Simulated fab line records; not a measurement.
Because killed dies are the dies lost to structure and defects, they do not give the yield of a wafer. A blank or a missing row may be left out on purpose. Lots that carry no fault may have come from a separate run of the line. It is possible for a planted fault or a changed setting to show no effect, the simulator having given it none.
fab line records ; flow nand_harc
record lots=6; wafers=18; last_day=33
route steps=1302 shown A_CHANNEL_FILL_D2@615 END@1302
lots that met no fault: from a run of the same line without faults
start_h: the number of hours between the record's first day and the start of the first shown wafer of the lot ; wait_h: hours from the lot's prior step to this one ; " as in the row above ; L1.1+2: one row covering several wafers at once ; - no value, or no start was given ; * or withheld: withheld ; < > ~ a bound
route shown NAME@n: names a module that has steps shown in the file, with the first one's number in the route ; usual: mean/standard deviation taken from wafers without a fault ; same: alike in all rows ; chamber/n: place in a boat ; sites: each site's reading ; _std_site: their standard deviation ; _edge_site: mean of outer sites minus mean of inner sites ; radius_mm: how far each site lies from the wafer's centre ; mask NAME#n: copy n ; behind: the tool/chamber that last shaped the wafer ; hold: cause of the lot's hold/its duration in hours/its outcome ; device: the n, p or np transistor that did not switch ; end of line: tests run on the same wafers once the route is complete ; a step with no rows: only its recipe ; killed: count of dies lost to structure and defects at first sort (not the wafer's yield) ; map: shows each die of a wafer: x if killed, . if not, _ if none is there
set.NAME: setting as actually run; set.NAME@STEP: the setting as run at that earlier step ; model.NAME: the simulator's own value behind a step, which no gauge read
a table for each step, a row for each wafer; lots at some steps of the route
services: when a tool's chamber went out of use (start_h, in hours from the record's first day, below 0 if earlier), for how many hours, and the reason
## steps
# step NHARC_A_CHANNEL_FILL_D2_ALD_15
# recipe target_thk_a=20; pulse_time_s=60; ald_cycles=19; temp_c=630; pressure_torr=2; material=SiNx
# usual ald_cycles=19/0; precursor_pulse_height_rel=1.000/0.021
# same pulse_time_s=60
lot.wafer;tool;chamber;start_h;wait_h;ald_cycles;precursor_pulse_height_rel
L415.4;ald_sin_batch-03;0;-;-;19;1.008
L415.5;ald_sin_batch-03;0;-;-;19;0.980
L415.6;ald_sin_batch-03;0;-;-;19;0.972
L416.1;ald_sin_batch-03;0;-;-;19;0.986
L416.3;ald_sin_batch-03;0;-;-;19;0.979
L416.4;ald_sin_batch-03;0;-;-;19;0.998
L426.2;ald_sin_batch-01;0;-;-;19;0.986
L426.4;ald_sin_batch-01;0;-;-;19;1.000
L426.5;ald_sin_batch-01;0;-;-;19;0.984
L427.1;ald_sin_batch-03;0;-;-;19;0.991
L427.3;ald_sin_batch-03;0;-;-;19;1.006
L427.6;ald_sin_batch-03;0;-;-;19;1.003
L433.2;ald_sin_batch-02;0;-;-;19;0.981
L433.3;ald_sin_batch-02;0;-;-;19;1.008
L433.6;ald_sin_batch-02;0;-;-;19;0.986
L436.2;ald_sin_batch-02;0;-;-;19;1.016
L436.3;ald_sin_batch-02;0;-;-;19;0.999
L436.4;ald_sin_batch-02;0;-;-;19;0.978
# step NHARC_A_CHANNEL_FILL_D2_ALD_16
# recipe target_thk_a=15; pulse_time_s=10; ald_cycles=15; temp_c=300; material=SiO2
# usual ald_cycles=15/0; heater_power_w=471/37; precursor_pulse_height_rel=1.005/0.021
# same pulse_time_s=10
lot.wafer;tool;chamber;start_h;wait_h;ald_cycles;heater_power_w;precursor_pulse_height_rel
L415.4;ald_hk-02;3;307.91;0.1;15;516;1.012
L415.5;ald_hk-02;1;307.91;0.1;15;524;1.008
L415.6;ald_hk-02;2;307.91;0.1;15;496;1.045
L416.3;ald_hk-01;1;337.40;0.1;15;410;1.021
L416.4;ald_hk-01;3;337.40;0.1;15;468;0.953
L416.1;ald_hk-01;0;337.40;0.1;15;445;1.019
L426.4;ald_hk-01;3;437.08;0.0;15;486;0.991
L426.2;ald_hk-01;2;437.08;0.0;15;510;0.961
L426.5;ald_hk-01;0;437.08;0.0;15;432;0.990
L427.3;ald_hk-02;2;447.42;0.1;15;504;1.043
L427.1;ald_hk-02;3;447.42;0.1;15;498;1.010
L427.6;ald_hk-02;1;447.42;0.1;15;527;1.020
L433.3;ald_hk-01;3;511.76;0.1;15;482;1.029
L433.2;ald_hk-01;0;511.76;0.1;15;396;0.991
L433.6;ald_hk-01;2;511.76;0.1;15;463;1.009
L436.4;ald_hk-01;0;530.67;0.0;15;395;0.988
L436.3;ald_hk-01;2;530.67;0.0;15;480;0.999
L436.2;ald_hk-01;3;530.67;0.0;15;470;0.975
# step NHARC_A_CHANNEL_FILL_D2_ANNEAL_17
# recipe temp_c=850; time_s=1800
# step NHARC_A_CHANNEL_FILL_D2_CVD_18
# recipe target_thk_a=30; temp_c=550; material=poly-Si
# step NHARC_A_CHANNEL_FILL_D2_ETCHBACK_19
# recipe target_depth_a=50; time_s=1.7; hbr_flow_sccm=150; cl2_flow_sccm=50; rf_w=400; icp_w=400; bias_w=100; chemistry=HBr/Cl2
# usual drypump_motor_current_A=5.6/0.47; mfc_cl2_sccm=49.99/0.15; oes_product_au=1.003/0.01; throttle_valve_pct=26.406/0.0086
lot.wafer;tool;chamber;start_h;wait_h;drypump_motor_current_A;mfc_cl2_sccm;oes_product_au;rf_hours_counter_h;throttle_valve_pct
L415.4;rie_si-05;0;319.36;0.4;5.9;50.09;1.002;0;26.401
L415.6;rie_si-05;2;319.36;0.4;6.1;49.97;1.003;-;26.414
L415.5;rie_si-05;3;319.36;0.4;6.5;49.95;0.993;-;26.414
L416.3;rie_si-06;0;350.11;0.4;6.1;49.84;1.001;0.61;26.404
L416.4;rie_si-06;1;350.11;0.4;5.2;50.01;1.001;0.62;26.413
L416.1;rie_si-06;3;350.11;0.4;4.9;49.88;0.998;0.46;26.407
L426.4;rie_si-06;0;451.83;0.4;6.0;50.15;1.004;0.05;26.412
L426.2;rie_si-06;1;451.83;0.4;5.2;50.27;1.003;0.05;26.402
L426.5;rie_si-06;3;451.83;0.4;4.9;49.87;0.988;-;26.404
L427.3;rie_si-06;2;459.16;0.4;5.2;49.96;1.014;0.12;26.407
L427.1;rie_si-06;0;459.16;0.4;6.1;50.14;0.998;0.10;26.410
L427.6;rie_si-06;2;459.16;0.4;5.2;49.94;1.003;-;26.415
L433.3;rie_si-06;3;523.76;0.4;4.9;49.92;1.012;0.57;26.403
L433.2;rie_si-06;0;523.76;0.4;6.0;50.06;0.992;0.65;26.413
L433.6;rie_si-06;2;523.76;0.4;5.3;49.95;1.015;-;26.407
L436.3;rie_si-05;1;543.51;0.4;5.5;50.28;1.009;0.29;26.413
L436.4;rie_si-05;2;543.51;0.4;6.0;49.77;1.003;0.33;26.389
L436.2;rie_si-05;3;543.51;0.4;6.5;49.96;1.020;0.43;26.403
# step NHARC_A_CHANNEL_FILL_D2_ETCHBACK_20
# recipe target_depth_a=270; time_s=13.5; c4f8_flow_sccm=withheld; o2_flow_sccm=8; ar_flow_sccm=withheld; rf_w=600; bias_w=1500; chemistry=C4F8/O2/Ar
# usual oes_product_au=0.98/0.03; rf_vpp_V=980/6.3
lot.wafer;tool;chamber;start_h;wait_h;oes_product_au;rf_hours_counter_h;rf_vpp_V
L415.4;rie_diel-02;2;319.47;-;1.01;3;984
L415.5;rie_diel-02;2;319.47;-;1.00;-;982
L415.6;rie_diel-02;3;319.47;-;1.00;-;981
L416.3;rie_diel-02;2;350.24;-;0.92;3;982
L416.4;rie_diel-02;0;350.24;-;0.92;3;970
L416.1;rie_diel-02;1;350.24;-;0.93;3;988
L426.2;rie_diel-08;0;451.94;-;0.94;2;975
L426.4;rie_diel-08;2;451.94;-;0.92;3;988
L426.5;rie_diel-08;0;451.94;-;0.94;-;976
L427.3;rie_diel-08;2;459.28;-;0.99;3;988
L427.1;rie_diel-08;3;459.28;-;0.99;3;986
L427.6;rie_diel-08;1;459.28;-;1.00;-;969
L433.2;rie_diel-08;2;523.88;-;0.92;4;988
L433.3;rie_diel-08;3;523.88;-;0.92;4;986
L433.6;rie_diel-08;1;523.88;-;0.94;-;969
L436.4;rie_diel-06;0;543.63;-;0.97;7;985
L436.2;rie_diel-06;1;543.63;-;0.95;8;975
L436.3;rie_diel-06;2;543.63;-;0.96;8;983
# step NHARC_A_CHANNEL_FILL_D2_STRIP_28
# recipe time_s=20; o2_flow_sccm=500; ar_flow_sccm=0; bias_w=0; chemistry=O2
# usual drypump_motor_current_A=5.7/0.39; oes_product_au=1.001/0.012; rf_vpp_V=57.9/0.86; showerhead_plenum_p_Torr=3.57/0.16; throttle_valve_pct=17.037/0.0094
lot.wafer;tool;chamber;start_h;wait_h;drypump_motor_current_A;oes_product_au;rf_hours_counter_h;rf_vpp_V;showerhead_plenum_p_Torr;throttle_valve_pct
L415.4;rie_diel-02;1;319.56;0.1;6.2;1.023;3;57.6;3.75;17.035
L415.5;rie_diel-02;3;319.56;0.1;5.6;1.009;-;57.9;3.61;17.040
L415.6;rie_diel-02;0;319.56;0.1;5.8;0.999;-;57.4;3.31;17.050
L416.3;rie_diel-02;3;350.33;0.1;5.6;0.993;3;58.9;3.61;17.042
L416.1;rie_diel-02;0;350.33;0.1;5.8;0.993;3;56.1;3.31;17.044
L416.4;rie_diel-02;2;350.33;0.1;5.2;1.012;3;57.1;3.65;17.040
L426.2;rie_diel-08;1;452.04;0.1;5.5;1.006;3;56.8;3.34;17.045
L426.4;rie_diel-08;2;452.04;0.1;6.1;0.988;3;60.1;3.79;17.050
L426.5;rie_diel-08;0;452.04;0.1;5.3;1.006;-;58.2;3.47;17.034
L427.1;rie_diel-08;3;459.37;0.1;5.9;0.995;3;58.1;3.74;17.047
L427.3;rie_diel-08;0;459.37;0.1;5.3;1.002;2;56.9;3.47;17.057
L427.6;rie_diel-08;3;459.37;0.1;5.9;1.004;-;58.7;3.74;17.033
L433.2;rie_diel-08;2;523.97;0.1;6.1;0.988;4;58.3;3.79;17.045
L433.3;rie_diel-08;1;523.97;0.1;5.5;1.017;4;57.5;3.34;17.027
L433.6;rie_diel-08;2;523.97;0.1;6.1;0.997;-;56.7;3.79;17.045
L436.4;rie_diel-06;2;543.72;0.1;6.3;1.009;8;58.8;3.61;17.049
L436.3;rie_diel-06;3;543.72;0.1;5.3;1.004;8;58.5;3.54;17.025
L436.2;rie_diel-06;0;543.72;0.1;6.4;1.013;7;58.3;3.68;17.046
# step NHARC_A_CHANNEL_FILL_D2_PRECLEAN_21
# recipe time_s=30; chemistry=dHF
# step NHARC_A_CHANNEL_FILL_D2_SRD_23
# step NHARC_A_CHANNEL_FILL_D2_CVD_05
# recipe target_thk_a=50; temp_c=550; material=poly-Si
# step NHARC_A_CHANNEL_FILL_D2_ANNEAL_22
# recipe temp_c=620; time_s=7200
# step NHARC_A_CHANNEL_FILL_D2_ALD_25
# recipe target_thk_a=600; pulse_time_s=10; ald_cycles=600; temp_c=300; material=SiOx
# usual ald_cycles=600/0; heater_power_w=467/38; precursor_pulse_height_rel=1.000/0.021
# same pulse_time_s=10
lot.wafer;tool;chamber;start_h;wait_h;ald_cycles;heater_power_w;precursor_pulse_height_rel
L415.4;ald_hk-01;3;332.35;0.7;600;480;1.023
L415.6;ald_hk-01;2;334.19;2.5;600;513;0.995
L415.5;ald_hk-01;3;334.19;2.5;600;469;0.986
L416.1;ald_hk-04;1;362.30;0.7;600;444;1.034
L416.4;ald_hk-04;2;362.30;0.7;600;445;1.016
L416.3;ald_hk-04;3;362.30;0.7;600;440;0.986
L426.2;ald_hk-01;2;464.81;0.9;455;512;1.001
L426.4;ald_hk-01;0;466.05;2.1;455;440;0.991
L426.5;ald_hk-01;1;466.05;2.1;455;424;0.986
L427.1;ald_hk-01;1;471.38;0.7;455;427;0.991
L427.3;ald_hk-01;3;472.61;1.9;455;489;0.978
L427.6;ald_hk-01;0;472.61;1.9;455;432;1.007
L433.3;ald_hk-04;0;536.23;0.9;600;521;1.041
L433.2;ald_hk-04;2;537.46;2.1;600;439;1.006
L433.6;ald_hk-04;0;538.69;3.3;600;505;1.012
L436.2;ald_hk-02;0;555.47;0.1;600;481;0.973
L436.4;ald_hk-02;1;555.47;0.1;600;524;1.011
L436.3;ald_hk-02;3;557.32;1.9;600;492;0.955
# step NHARC_A_CHANNEL_FILL_D2_ETCHBACK_08
# recipe target_depth_a=2200; time_s=110; c4f8_flow_sccm=20; ar_flow_sccm=withheld; rf_w=600; bias_w=300; chemistry=C4F8
# step NHARC_END_SORT_01
# recipe temp_c=25
# usual killed_at_array=62/20; killed_at_other=0.8/1.1; killed_at_periphery=3.5/2.4; killed_dies=66/21; killed_open=3.5/1.9; killed_short=2.5/1.7
# same gross_dies=677
lot.wafer;tool;chamber;start_h;wait_h;killed_at_array;killed_at_other;killed_at_periphery;killed_dies;killed_open;killed_short
L415.4;prober-01;0;564.63;3.4;78;0;7;85;2;3
L415.5;prober-01;0;565.42;3.7;80;0;2;82;4;0
L415.6;prober-01;0;566.21;3.9;80;0;4;84;3;0
L416.1;prober-01;0;587.99;2.5;52;0;1;53;3;4
L416.3;prober-01;0;589.60;3.1;46;1;3;50;6;1
L416.4;prober-01;0;590.41;3.4;46;0;4;50;6;4
L427.1;prober-01;0;695.29;2.5;49;0;5;54;1;3
L427.3;prober-01;0;696.90;3.1;46;0;6;52;5;2
L427.6;prober-01;0;699.31;4.0;51;0;4;55;3;3
L433.2;prober-01;0;780.53;2.8;62;0;6;68;5;3
L433.3;prober-01;0;781.34;3.1;62;0;3;65;3;3
L433.6;prober-01;0;783.75;4.0;60;1;1;62;2;2
# killed by level:class
L415.4 A_CHANNEL_HOLE_D2:chamber_film_flake=33 A_CHANNEL_HOLE_D1:chamber_film_flake=32 A_CONTACT:chamber_film_flake=7 P_GATE:geometric_particle:open=2 P_GATE:chamber_film_flake=2 P_M0:chamber_film_flake=2 A_ONON_D1:geometric_particle:short=1 A_ONON_D2:geometric_particle:short=1
L415.5 A_CHANNEL_HOLE_D1:chamber_film_flake=38 A_CHANNEL_HOLE_D2:chamber_film_flake=32 A_STAIRCASE:chamber_film_flake=2 A_CHANNEL_FILL_D2:chamber_film_flake=2 A_CONTACT:chamber_film_flake=2 P_GATE:geometric_particle:open=1 A_DECK1_JOINT:geometric_particle:open=1 A_SGD_CUT:geometric_particle:open=1
L415.6 A_CHANNEL_HOLE_D2:chamber_film_flake=37 A_CHANNEL_HOLE_D1:chamber_film_flake=30 P_M0:chamber_film_flake=3 A_CONTACT:chamber_film_flake=3 A_SGD_CUT:geometric_particle:open=2 A_DECK1_JOINT:chamber_film_flake=2 A_CHANNEL_FILL_D2:chamber_film_flake=2 A_STAIRCASE:chamber_film_flake=2
L416.1 A_CHANNEL_HOLE_D2:chamber_film_flake=36 A_STAIRCASE:chamber_film_flake=3 A_SGD_CUT:chamber_film_flake=3 A_ONON_D1:geometric_particle:open=2 A_WL_FILL:geometric_particle:short=2 A_CHANNEL_HOLE_D1:chamber_film_flake=2 P_STI:geometric_particle:short=1 A_CHANNEL_FILL_D2:geometric_particle:open=1
L416.3 A_CHANNEL_HOLE_D2:chamber_film_flake=27 A_SGD_CUT:chamber_film_flake=4 A_CHANNEL_HOLE_D1:chamber_film_flake=3 A_CONTACT:chamber_film_flake=3 P_M0:geometric_particle:open=2 A_M0:geometric_particle:open=2 A_STAIRCASE:chamber_film_flake=2 P_STI:geometric_particle:short=1
L416.4 A_CHANNEL_HOLE_D2:chamber_film_flake=34 A_SGD_CUT:chamber_film_flake=3 A_WL_FILL:geometric_particle:open=2 P_STI:geometric_particle:short=1 P_M1:geometric_particle:short=1 P_M1:geometric_particle:open=1 A_ONON_D1:geometric_particle:open=1 A_DECK1_JOINT:geometric_particle:open=1
L427.1 A_CHANNEL_HOLE_D2:chamber_film_flake=29 A_CHANNEL_HOLE_D1:chamber_film_flake=5 P_STI:chamber_film_flake=2 P_BONDPAD:chamber_film_flake=2 A_CHANNEL_FILL_D1:chamber_film_flake=2 A_DECK1_JOINT:chamber_film_flake=2 A_SGD_CUT:chamber_film_flake=2 A_SLIT:chamber_film_flake=2
L427.3 A_CHANNEL_HOLE_D2:chamber_film_flake=18 A_CHANNEL_HOLE_D1:chamber_film_flake=11 P_BONDPAD:chamber_film_flake=4 A_DECK1_JOINT:chamber_film_flake=4 A_SLIT:chamber_film_flake=4 A_WL_FILL:chamber_film_flake=3 P_CONTACT:geometric_particle:open=1 A_SOURCE_PLATE:geometric_particle:open=1
L427.6 A_CHANNEL_HOLE_D2:chamber_film_flake=25 A_CHANNEL_HOLE_D1:chamber_film_flake=9 A_DECK1_JOINT:chamber_film_flake=3 A_CONTACT:chamber_film_flake=3 A_SGD_CUT:chamber_film_flake=2 P_STI:chamber_film_flake=2 A_WL_FILL:chamber_film_flake=2 P_CONTACT:geometric_particle:open=1
L433.2 A_CHANNEL_HOLE_D2:chamber_film_flake=35 A_CHANNEL_HOLE_D1:chamber_film_flake=10 A_SLIT:chamber_film_flake=5 A_CONTACT:chamber_film_flake=4 P_STI:chamber_film_flake=2 P_CONTACT:geometric_particle:open=1 P_BONDPAD:geometric_particle:open=1 A_CHANNEL_HOLE_D1:geometric_particle:open=1
L433.3 A_CHANNEL_HOLE_D2:chamber_film_flake=31 A_CHANNEL_HOLE_D1:chamber_film_flake=11 A_BONDPAD:chamber_film_flake=6 A_SLIT:chamber_film_flake=4 P_STI:chamber_film_flake=2 A_CONTACT:chamber_film_flake=2 P_M0:geometric_particle:short=1 A_DECK1_JOINT:geometric_particle:short=1
L433.6 A_CHANNEL_HOLE_D2:chamber_film_flake=31 A_CHANNEL_HOLE_D1:chamber_film_flake=16 A_SLIT:chamber_film_flake=5 A_CONTACT:chamber_film_flake=3 A_ONON_D1:geometric_particle:open=1 A_CHANNEL_FILL_D2:geometric_particle:open=1 A_CHANNEL_FILL_D2:geometric_particle:short=1 P_STI:chamber_film_flake=1
## services
tool;chamber;start_h;hours;kind
rie_diel-02;0;286.60;3.0;repair
ald_hk-01;-;299.15;10.0;pm
rie_si-05;-;305.00;9.0;pm
rie_diel-08;0;305.83;10.9;repair
rie_diel-06;-;307.24;9.0;pm
rie_diel-06;1;337.27;4.8;repair
rie_diel-08;3;342.54;6.7;repair
ald_hk-02;-;353.72;10.0;pm
rie_si-05;3;355.60;7.7;repair
rie_diel-08;-;367.80;9.0;pm
rie_diel-06;2;373.56;6.6;repair
rie_diel-08;1;391.17;1.9;repair
rie_diel-02;-;393.71;9.0;pm
rie_diel-08;-;394.38;10.3;repair
rie_si-05;3;413.69;2.1;repair
rie_diel-06;1;413.81;1.7;repair
rie_si-06;-;426.07;9.0;pm
ald_sin_batch-02;-;454.33;13.4;repair
ald_hk-01;-;477.15;10.0;pm
rie_diel-02;0;485.31;16.4;repair
rie_diel-08;1;516.65;3.9;repair
ald_hk-02;-;531.72;10.0;pm
rie_diel-08;-;544.80;9.0;pm
ald_hk-02;-;549.08;0.8;repair
## key
first_sign step=NHARC_A_CHANNEL_FILL_D2_ALD_25; reading=ald_cycles; direction=down; sigmas=99+; usual=600; struck=455
effect none on later readings
met_at NHARC_A_CHANNEL_FILL_D2_ALD_25
struck_wafers L426.2,L426.4,L426.5,L427.1,L427.3,L427.6
tester_left_out L426,L427
onset_between 332.35 464.81
fault kind=process_parameter_drift; tool=ald_hk-01; chamber=-; onset_h=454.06; steps=NHARC_A_CHANNEL_FILL_D2_ALD_25; channel=ald_cycles; offset=-145; shape=step; end_h=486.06; acts_in=these_recipes_only; stated=600
# tester_left_out: of these lots the tester's yield and bins aren't shown, on N5 and GAA mostly nor the transistor test; their killed dies are dies lost to structure and defects alone, not to doping, threshold or leakage, so they don't give the yield
